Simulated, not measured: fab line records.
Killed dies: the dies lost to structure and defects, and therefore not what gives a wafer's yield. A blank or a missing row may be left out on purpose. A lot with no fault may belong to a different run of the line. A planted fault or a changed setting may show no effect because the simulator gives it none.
fab line records    flow n5-finfet
record lots=6  wafers=18  last-day=18
route steps=1938 shown MOL_CONTACT_COAG@588
lots untouched by any fault: they come from a run of this same line in which no faults occurred
start-h: hours from the record's first day to the start of the lot's first wafer shown    wait-h: hours since the lot's step before    " the same as in the row above    L1.1+2: a single row standing in for several wafers    - no value, or no start was given    * or withheld: withheld    < > ~ a bound
route shown NAME@n: a module of which the file shows steps, and the number in the route of the first    usual: average and standard deviation across the fault-free wafers    same: alike in all rows    chamber/n: place in a boat    sites: per-site readings    _std_site: standard deviation of those values    _edge_site: inner sites' mean taken away from outer sites' mean    radius-mm: how far each site lies from the wafer's centre    mask NAME#n: copy n    behind: the most recent tool/chamber to have shaped the wafer    hold: cause of the lot's hold/its duration in hours/its outcome    device: whichever transistor did not switch (one of n, p or np)    end of line: at the end of the route, the tests of the same wafers    where a step has no rows: the recipe by itself    killed: at the first sort, the dies lost to defects and structure; wafer yield is something else    map: shows each die of a wafer: x if killed, . if not, _ if none is there
set.NAME: the run value of the setting; set.NAME@STEP: its run value at that earlier step    model.NAME: the simulator's own value behind a step, which no gauge read
a table for each step, a row for each wafer; lots at some steps of the route
services: a tool's chamber out of use, with start hour (start-h, from the record's first day; less than 0 if before it), hours out, and reason
## steps
# step N5_MOL_CONTACT_COAG_ETCH_47
# recipe chemistry=CH3F/O2  target=SiNx  target-depth-a=270  mask-material=SiO2  stop-on=W  over-etch-frac=0.2  ion-energy-ev=120  endpoint=OES-CN  pressure-mtorr=30  source-w=395  bias-w=73  Ar_flow_sccm=150  CH3F_flow_sccm=30  O2_flow_sccm=20  ends=end-point
# usual O2_flow_sccm=20.00/0.055  drypump-motor-current-A=5.5/0.47  etch-rf-on-time-s=31.0/0.62  oes-product-au=0.73/0.09  rf-fwd-power-W=387.1/1.9  rf-vpp-V=301/5.5  showerhead-plenum-p-Torr=2.00/0.069  throttle-valve-pct=16.33/0.28
lot.wafer  tool         chamber  start-h  wait-h  O2_flow_sccm  drypump-motor-current-A  etch-rf-on-time-s  oes-product-au  rf-fwd-power-W  rf-hours-counter-h  rf-vpp-V  showerhead-plenum-p-Torr  throttle-valve-pct
L297.1     rie-diel-03  1        112.06   0.0     20.01         5.3                      31.0               0.76            386.1           52                  307       1.95                      16.00
L297.4     "            0        "        "       20.06         6.1                      30.6               0.84            385.1           9                   305       1.96                      16.47
L297.6     "            3        "        "       20.07         5.2                      31.8               0.68            389.3           -                   293       2.10                      16.36
L306.1     rie-diel-04  0        164.18   0.0     20.04         4.9                      31.5               0.60            389.0           252                 301       1.95                      16.56
L306.3     "            2        "        "       19.99         5.1                      31.1               0.89            388.7           0                   297       1.97                      16.07
L306.5     "            2        "        "       20.04         5.1                      31.0               0.88            390.7           -                   298       1.96                      16.08
L311.4     rie-diel-04  3        197.53   0.0     19.95         6.1                      31.2               0.84            387.6           -                   298       1.96                      15.95
L311.5     "            1        "        "       19.92         6.0                      31.0               0.65            387.6           -                   306       2.07                      16.75
L311.6     "            2        "        "       20.02         5.1                      29.9               0.85            388.2           -                   297       1.96                      16.11
L312.3     rie-diel-04  3        200.42   0.0     19.94         6.2                      31.8               0.81            383.9           8                   297       1.96                      15.95
L312.4     "            3        "        "       20.03         6.2                      31.5               0.82            384.3           -                   298       1.95                      15.94
L312.5     "            1        "        "       20.05         6.0                      31.7               0.64            388.0           -                   306       2.07                      16.74
L317.2     rie-diel-03  3        234.06   0.0     19.91         5.1                      32.4               0.64            387.3           170                 294       2.08                      16.44
L317.3     "            1        "        "       20.02         5.3                      31.6               0.72            385.5           93                  307       1.94                      16.09
L317.5     "            0        "        "       19.90         6.1                      30.6               0.78            387.9           -                   306       1.95                      16.54
L318.3     rie-diel-03  3        238.93   0.0     19.92         5.2                      31.6               0.64            388.4           171                 295       2.08                      16.46
L318.5     "            0        "        "       20.06         6.1                      30.7               0.78            387.5           -                   308       1.95                      16.53
L318.6     "            3        "        "       20.01         5.2                      32.0               0.64            387.1           -                   295       2.08                      16.44
# step N5_MOL_CONTACT_COAG_STRIP_119
# recipe chemistry=N2/H2  time-s=30  power-w=1000  temp-c=250  pressure-mtorr=withheld  n2-flow-sccm=1750  h2-flow-sccm=3250
# usual drypump-motor-current-A=5.5/0.33  heater-power-w=374/19
lot.wafer  tool             chamber  start-h  wait-h  drypump-motor-current-A  heater-power-w  rf-hours-counter-h
L297.1     plasma-asher-02  0        112.14   0.1     5.7                      374             45
L297.4     "                0        "        "       5.6                      373             -
L297.6     "                0        "        "       5.6                      387             -
L306.1     plasma-asher-02  1        164.26   0.1     5.4                      363             56
L306.3     "                1        "        "       5.4                      360             -
L306.5     "                1        "        "       5.4                      352             -
L311.4     plasma-asher-01  1        197.60   0.0     6.1                      414             -
L311.5     "                1        "        "       6.1                      403             -
L311.6     "                0        "        "       5.1                      363             -
L312.3     plasma-asher-02  1        200.53   0.1     5.4                      369             -
L312.4     "                0        "        "       5.6                      391             -
L312.5     "                1        "        "       5.4                      358             -
L317.2     plasma-asher-01  1        234.14   0.1     6.1                      414             114
L317.3     "                0        "        "       5.1                      351             -
L317.5     "                1        "        "       6.1                      400             -
L318.3     plasma-asher-02  1        239.03   0.1     5.4                      361             -
L318.5     "                0        "        "       5.6                      379             -
L318.6     "                1        "        "       5.4                      358             -
# step N5_MOL_CONTACT_COAG_PRECLEAN_144
# recipe chemistry=alkaline-clean  temp-c=60  time-s=60  do-ppb=50
# step N5_MOL_CONTACT_COAG_SRD_145
# recipe dry=ipa-marangoni  time-s=30  temp-c=23  rinse-liquid=diw
# step N5_MOL_CONTACT_COAG_CD_MEAS_137
# recipe target-cd-nm=16
# usual cd-nm=15.8/0.34
lot.wafer  tool       chamber  start-h  wait-h  cd-nm
L297.1     cd-sem-02  -        112.29   0.0     15.8
L297.4     "          -        "        "       15.6
L297.6     "          -        "        "       15.8
L306.1     cd-sem-01  -        164.42   0.0     15.8
L306.3     "          -        "        "       15.7
L306.5     "          -        "        "       15.4
L311.4     cd-sem-03  -        197.73   0.0     15.8
L311.5     "          -        "        "       16.1
L311.6     "          -        "        "       15.8
L312.3     cd-sem-01  -        200.66   0.0     15.6
L312.4     "          -        "        "       15.4
L312.5     "          -        "        "       15.9
L317.2     cd-sem-01  -        234.30   0.0     16.0
L317.3     "          -        "        "       15.6
L317.5     "          -        "        "       16.0
L318.3     cd-sem-03  -        239.16   0.0     15.9
L318.5     "          -        "        "       15.8
L318.6     "          -        "        "       15.5
# step N5_MOL_CONTACT_COAG_COAT_62
# recipe resist=SOC  temp-c=250  time-s=60  spin-rpm=1500  resist-thk-nm=60
# step N5_MOL_CONTACT_COAG_COAT_63
# recipe resist=SiARC  temp-c=220  time-s=60  spin-rpm=1500  resist-thk-nm=10
# step N5_MOL_CONTACT_COAG_COAT_64
# recipe resist=underlayer  temp-c=205  time-s=60  spin-rpm=1500  resist-thk-nm=10
# step N5_MOL_CONTACT_COAG_COAT_34
# recipe resist=CAR-EUV  spin-rpm=1500  resist-thk-nm=40
# step N5_MOL_CONTACT_COAG_EBR_36
# recipe solvent=PGMEA  ebr-width-mm=1.5
# step N5_MOL_CONTACT_COAG_SOFTBAKE_35
# recipe temp-c=110  time-s=60  resist=CAR-EUV
# step N5_MOL_CONTACT_COAG_EXPOSE_37
# recipe mask-id=VD  na=0.33  source-shape=annular  sigma-inner=0.3  sigma-outer=0.7  polarization=unpolarized  defocus-nm=0  dose-mj=62
# step N5_MOL_CONTACT_COAG_PEB_38
# recipe peb-temp-c=100  peb-time-s=60  resist=CAR-EUV
# usual chill-plate-temp-C=22.96/0.11  exhaust-pa=45.0/0.86
lot.wafer  tool            chamber  start-h  wait-h  chill-plate-temp-C  exhaust-pa
L297.1     litho-track-02  0        112.67   0.1     23.00               45.5
L297.4     "               0        "        "       23.13               45.7
L297.6     "               0        "        "       22.90               45.1
L306.1     litho-track-01  0        164.67   0.1     22.85               44.9
L306.3     "               0        "        "       22.90               45.9
L306.5     "               0        "        "       23.05               44.0
L311.4     litho-track-01  -        198.11   0.0     -                   -
L311.5     "               -        "        "       -                   -
L311.6     "               -        "        "       -                   -
L312.3     litho-track-02  -        200.91   0.1     -                   -
L312.4     "               -        "        "       -                   -
L312.5     "               -        "        "       -                   -
L317.2     litho-track-03  0        234.68   0.1     22.88               44.2
L317.3     "               0        "        "       22.92               43.6
L317.5     "               0        "        "       22.92               44.5
L318.3     litho-track-02  0        239.54   0.1     22.88               44.5
L318.5     "               0        "        "       22.88               45.3
L318.6     "               0        "        "       22.88               46.4
# step N5_MOL_CONTACT_COAG_DEVELOP_39
# recipe develop-time-s=30  developer=TMAH  resist=CAR-EUV  rinse-liquid=surfactant-rinse  dry=air-spin  dev-temp-c=23
## services
tool             chamber  start-h  hours  kind
rie-diel-03      1        129.58   13.2   repair
rie-diel-04      2        139.87   -      clean
rie-diel-04      2        139.87   -      consumable-replace:focus-ring
rie-diel-04      2        139.87   23.9   scheduled-down
rie-diel-04      2        139.87   23.9   vent-cycle
rie-diel-04      3        163.89   -      clean
rie-diel-04      3        163.89   -      consumable-replace:focus-ring
rie-diel-04      3        163.89   13.6   scheduled-down
rie-diel-04      3        163.89   13.6   vent-cycle
rie-diel-04      0        177.63   -      clean
rie-diel-04      0        177.63   -      consumable-replace:focus-ring
rie-diel-04      0        177.63   29.9   scheduled-down
rie-diel-04      0        177.63   29.9   vent-cycle
plasma-asher-01  -        178.73   7.2    repair
rie-diel-03      1        204.96   8.0    repair
rie-diel-03      0        222.41   3.9    repair
## key
first-sign step=N5_MOL_CONTACT_COAG_PEB_38  reading=tool-record  direction=missing
effect none on later readings
met-at N5_MOL_CONTACT_COAG_PEB_38
struck-wafers L311.4,L311.5,L311.6,L312.3,L312.4,L312.5
later-rows-left-out L311.4,L311.5,L311.6,L312.3,L312.4,L312.5
sort-left-out L311.4,L311.5,L311.6,L312.3,L312.4,L312.5
onset-between 164.67 198.11
fault kind=skipped-step-whole  tool=litho-track-01,litho-track-02  chamber=-  onset-h=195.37  steps=N5_MOL_CONTACT_COAG_PEB_38  scope=struck-lots-only
# sort-left-out: the simulated sort isn't trusted on such a fault, so these wafers' sort isn't shown, and their yield isn't known
# later-rows-left-out: the simulator's readings of these wafers behind a module that went badly wrong aren't trusted and aren't shown, but for the sort
